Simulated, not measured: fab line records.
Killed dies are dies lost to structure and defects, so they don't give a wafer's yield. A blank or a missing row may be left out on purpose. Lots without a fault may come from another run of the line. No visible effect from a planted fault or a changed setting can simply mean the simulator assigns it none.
Split-lot trial	flow n5Finfet	7 lots, 39 wafers read, on a route of 1938 steps

== SPLIT DETAILS ==
At N5_HKMG_FIN_PWFM_ALD_03 (deposits TiN, target thk 2 nm, pulse time 1 s, purge time 3 s), the setting aldCycles was moved away from the recipe's 91 on 12 of the 39 wafers read, by -41.8% to -18.7%. All remaining wafers had this setting at the recipe value.

The split's own step is where the reading is taken.

== THE READING ==
TiN_of_HKMG_FIN_PWFM_ALD_03.thkNm (the simulator's own value, which no gauge read), in nm, at N5_HKMG_FIN_PWFM_ALD_03 (deposits TiN, target thk 2 nm, pulse time 1 s, purge time 3 s). There is no usual value for it anywhere in the file.

wafer	tool, chamber at the split	aldCycles as run	against the recipe	TiN_of_HKMG_FIN_PWFM_ALD_03.thkNm, nm	against lot-mates on the recipe
L075.1	aldMetal-03, 1,2,0	91	recipe	2	-
L075.3	aldMetal-03, 1,2,0	91	recipe	2	-
L075.4	aldMetal-03, 1,2,0	91	recipe	2	-
L075.2	aldMetal-03, 3,1,0	74	-18.7%	1.6	-0.4
L075.5	aldMetal-03, 3,1,0	74	-18.7%	1.6	-0.4
L075.6	aldMetal-03, 3,1,0	74	-18.7%	1.6	-0.4
L082.1	aldMetal-03, 3,0,2	91	recipe	2	-
L082.2	aldMetal-03, 3,0,2	91	recipe	2	-
L082.4	aldMetal-03, 3,0,2	91	recipe	2	-
L082.3	aldMetal-03, 1,2,1	60	-34.1%	1.4	-0.6
L082.5	aldMetal-03, 1,2,1	60	-34.1%	1.4	-0.6
L082.6	aldMetal-03, 1,2,1	60	-34.1%	1.4	-0.6
L083.2	aldMetal-03, 2,0,3	91	recipe	2	-
L083.3	aldMetal-03, 2,0,3	91	recipe	2	-
L083.4	aldMetal-03, 2,0,3	91	recipe	2	-
L084.1	aldMetal-04, 3,1,2,0,2,3	91	recipe	2	-
L084.2	aldMetal-04, 3,1,2,0,2,3	91	recipe	2	-
L084.3	aldMetal-04, 3,1,2,0,2,3	91	recipe	2	-
L084.4	aldMetal-04, 3,1,2,0,2,3	91	recipe	2	-
L084.5	aldMetal-04, 3,1,2,0,2,3	91	recipe	2	-
L084.6	aldMetal-04, 3,1,2,0,2,3	91	recipe	2	-
L085.1	aldMetal-03, 2,0,1,3,0,1	91	recipe	2	-
L085.2	aldMetal-03, 2,0,1,3,0,1	91	recipe	2	-
L085.3	aldMetal-03, 2,0,1,3,0,1	91	recipe	2	-
L085.4	aldMetal-03, 2,0,1,3,0,1	91	recipe	2	-
L085.5	aldMetal-03, 2,0,1,3,0,1	91	recipe	2	-
L085.6	aldMetal-03, 2,0,1,3,0,1	91	recipe	2	-
L090.1	aldMetal-01, 1,0,3	91	recipe	2	-
L090.4	aldMetal-01, 1,0,3	91	recipe	2	-
L090.6	aldMetal-01, 1,0,3	91	recipe	2	-
L090.2	aldMetal-01, 3,2,0	53	-41.8%	1.2	-0.8
L090.3	aldMetal-01, 3,2,0	53	-41.8%	1.2	-0.8
L090.5	aldMetal-01, 3,2,0	53	-41.8%	1.2	-0.8
L093.1	aldMetal-01, 3,2,3	91	recipe	2	-
L093.4	aldMetal-01, 3,2,3	91	recipe	2	-
L093.6	aldMetal-01, 3,2,3	91	recipe	2	-
L093.2	aldMetal-01, 0,1,2	74	-18.7%	1.6	-0.4
L093.3	aldMetal-01, 0,1,2	74	-18.7%	1.6	-0.4
L093.5	aldMetal-01, 0,1,2	74	-18.7%	1.6	-0.4
Rows listing several chambers each stand for several wafers; the file does not say which wafer went through which chamber.

FIT RESULTS
A straight line over all 39 wafers: TiN_of_HKMG_FIN_PWFM_ALD_03.thkNm changes by +0.019 nm for each +1% of aldCycles; r = +1.00; the points scatter about the line by 0.022 nm.
The same after taking each lot's own level away (the mean of its wafers on the recipe; 39 wafers): +0.019 nm for each +1%; r = +1.00; scatter 0.022 nm.
The reading moves by 0.79 nm for the largest change in aldCycles, on that fit.
The lots' own levels span 2.00 to 2.00 nm.
The two slopes agree, so the slope changes little with the lot-to-lot level.
Check: for one of the wafers moved furthest among these (-41.8%), held out of the fit, the line's prediction against its lot-mates is -0.795 nm. It came out at -0.8 nm against them.

== OTHER SPLITS ON THESE WAFERS ==
Note: prior to the reading, these wafers also went through further splits. Each is held against what the fit with the lots' levels taken away leaves over:
other split on the same wafers	wafers away from the commonest value	r with TiN_of_HKMG_FIN_PWFM_ALD_03.thkNm (lot level and that fit taken away)
N5_ZERO_LAYER_DEVELOP_10 developTimeS	15	+0.02
N5_FIN_CUT_CUT_ETCH_26 targetDepthA	18	+0.02
N5_STI_FIN_REVEAL_ALD_00 targetThkA	15	+0.17

== THE FILE'S OWN FIT ==
TiN_of_HKMG_FIN_PWFM_ALD_03.thkNm changes by +0.0191 nm for each +1% of aldCycles, r = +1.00.
